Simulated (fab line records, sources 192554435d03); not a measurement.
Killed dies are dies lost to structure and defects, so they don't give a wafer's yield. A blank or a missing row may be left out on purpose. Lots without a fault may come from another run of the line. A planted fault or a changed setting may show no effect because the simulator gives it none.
Chamber matching | flow n5_finfet | N5_BEOL_M4_VIA_ETCH_34 on rie_diel-01: 4 sister chambers
The step etches the open film in C4F6/O2, target depth 69.4 nm, time 65.9 s. 14 wafers are shown with their chamber, then 7 later ones without.

WAFERS WITH THEIR CHAMBER
wafer  | chamber | showerhead_plenum_p_Torr (Torr) | rf_vpp_V (V) | oes_product_au (a.u.)
L075.1 | 1       | 2.88                            | 665          | 0.92
L075.3 | 2       | 2.79                            | 667          | 0.70
L075.6 | 3       | 2.78                            | 679          | 0.86
L077.2 | 1       | 2.88                            | 663          | 0.91
L077.3 | 2       | 2.79                            | 668          | 0.69
L077.6 | 2       | 2.79                            | 666          | 0.69
L079.1 | 2       | 2.79                            | 667          | 0.70
L079.4 | 0       | 2.77                            | 672          | 0.82
L079.6 | 3       | 2.78                            | 679          | 0.85
L087.2 | 0       | 2.76                            | 671          | 0.80
L087.5 | 0       | 2.76                            | 671          | 0.81
L087.6 | 1       | 2.87                            | 664          | 0.89
L086.1 | 1       | 2.87                            | 664          | 0.88
L086.3 | 0       | 2.76                            | 672          | 0.80

SIGNATURES (means of the wafers above)
reading                  | chamber 0 | chamber 1 | chamber 2 | chamber 3 | scatter within a chamber
showerhead_plenum_p_Torr | 2.7625    | 2.8750    | 2.7900    | 2.7800    | 0.00418
rf_vpp_V                 | 671.50    | 664.00    | 667.00    | 679.00    | 0.707
oes_product_au           | 0.8075    | 0.9000    | 0.6950    | 0.8550    | 0.0119
Rule: a wafer's distance from a chamber is the root of the sum, over the readings, of the square of ((its reading less the chamber's mean) divided by the reading's scatter). The wafer belongs to the nearest chamber; if the next one is less than 2 further off, it can't be placed. The scatter: the root of (the sum of the squares of (reading less its chamber's mean) over the shown wafers, divided by (wafers less chambers)).

WAFERS WITHOUT THEIR CHAMBER
wafer  | showerhead_plenum_p_Torr (Torr) | rf_vpp_V (V) | oes_product_au (a.u.)
L086.4 | 2.77                            | 679          | 0.82
L090.3 | 2.76                            | 670          | 0.79
L090.4 | 2.76                            | 670          | 0.80
L090.6 | 2.87                            | 665          | 0.86
L091.1 | 2.76                            | 670          | 0.80
L091.3 | 2.76                            | 678          | 0.82
L091.5 | 2.87                            | 663          | 0.86

WHICH CHAMBER EACH WENT THROUGH
wafer  | from the rows above | in truth
L086.4 | 3                   | 3
L090.3 | 0                   | 0
L090.4 | 0                   | 0
L090.6 | 1                   | 1
L091.1 | 0                   | 0
L091.3 | 3                   | 3
L091.5 | 1                   | 1
Placed correctly: 7 of 7. Can't be placed from these rows: 0. Placed wrongly: 0.
